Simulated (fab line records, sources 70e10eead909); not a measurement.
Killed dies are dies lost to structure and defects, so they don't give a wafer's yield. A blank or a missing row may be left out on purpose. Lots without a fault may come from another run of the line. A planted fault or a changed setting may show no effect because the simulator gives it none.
Chamber matching | flow nand_harc | NHARC_P_M1_STRIP_18 on rie_diel-02: 4 sister chambers
The step strips in N2/H2. 20 wafers are shown with their chamber, then 10 later ones without.

WAFERS WITH THEIR CHAMBER
wafer  | chamber | drypump_motor_current_A (A) | oes_product_au (a.u.) | rf_vpp_V (V)
L074.2 | 0       | 5.7                         | 0.998                 | 89.0
L074.3 | 1       | 5.2                         | 1.005                 | 90.4
L074.5 | 3       | 5.1                         | 0.971                 | 90.2
L076.1 | 2       | 6.5                         | 0.980                 | 91.1
L076.3 | 1       | 5.2                         | 1.007                 | 90.4
L076.6 | 2       | 6.5                         | 0.987                 | 90.3
L078.1 | 2       | 6.4                         | 0.986                 | 91.8
L078.3 | 3       | 5.1                         | 0.975                 | 89.9
L078.5 | 3       | 5.1                         | 0.967                 | 89.3
L080.4 | 3       | 5.1                         | 0.976                 | 90.4
L080.5 | 3       | 5.1                         | 0.981                 | 90.2
L080.6 | 0       | 5.7                         | 0.992                 | 89.3
L083.1 | 3       | 5.1                         | 0.981                 | 90.2
L083.2 | 0       | 5.7                         | 1.007                 | 89.9
L083.6 | 1       | 5.2                         | 0.994                 | 89.7
L086.2 | 1       | 5.2                         | 1.002                 | 88.6
L086.3 | 0       | 5.7                         | 0.997                 | 90.6
L086.5 | 1       | 5.2                         | 1.002                 | 89.1
L087.4 | 1       | 5.2                         | 0.986                 | 90.6
L087.5 | 0       | 5.7                         | 0.983                 | 90.0

SIGNATURES (means of the wafers above)
reading                 | chamber 0 | chamber 1 | chamber 2 | chamber 3 | scatter within a chamber
drypump_motor_current_A | 5.700     | 5.200     | 6.467     | 5.100     | 0.0204
oes_product_au          | 0.99540   | 0.99933   | 0.98433   | 0.97517   | 0.00708
rf_vpp_V                | 89.760    | 89.800    | 91.067    | 90.033    | 0.651
Rule: a wafer's distance from a chamber is the root of the sum, over the readings, of the square of ((its reading less the chamber's mean) divided by the reading's scatter). The wafer belongs to the nearest chamber; if the next one is less than 2 further off, it can't be placed. The scatter: the root of (the sum of the squares of (reading less its chamber's mean) over the shown wafers, divided by (wafers less chambers)).

WAFERS WITHOUT THEIR CHAMBER
wafer  | drypump_motor_current_A (A) | oes_product_au (a.u.) | rf_vpp_V (V)
L087.6 | 5.2                         | 0.981                 | 89.9
L092.3 | 5.1                         | 0.989                 | 89.0
L092.4 | 5.7                         | 0.993                 | 89.4
L092.6 | 6.5                         | 1.003                 | 89.1
L094.4 | 5.7                         | 0.995                 | 89.1
L094.5 | 5.1                         | 0.986                 | 91.2
L094.6 | 6.5                         | 0.993                 | 89.6
L095.1 | 5.1                         | 0.982                 | 89.5
L095.5 | 5.7                         | 0.976                 | 89.8
L095.6 | 6.5                         | 1.006                 | 88.6

WHICH CHAMBER EACH WENT THROUGH
wafer  | from the rows above | in truth
L087.6 | 1                   | 1
L092.3 | 3                   | 3
L092.4 | 0                   | 0
L092.6 | 2                   | 2
L094.4 | 0                   | 0
L094.5 | 3                   | 3
L094.6 | 2                   | 2
L095.1 | 3                   | 3
L095.5 | 0                   | 0
L095.6 | 2                   | 2
Placed correctly: 10 of 10. Can't be placed from these rows: 0. Placed wrongly: 0.
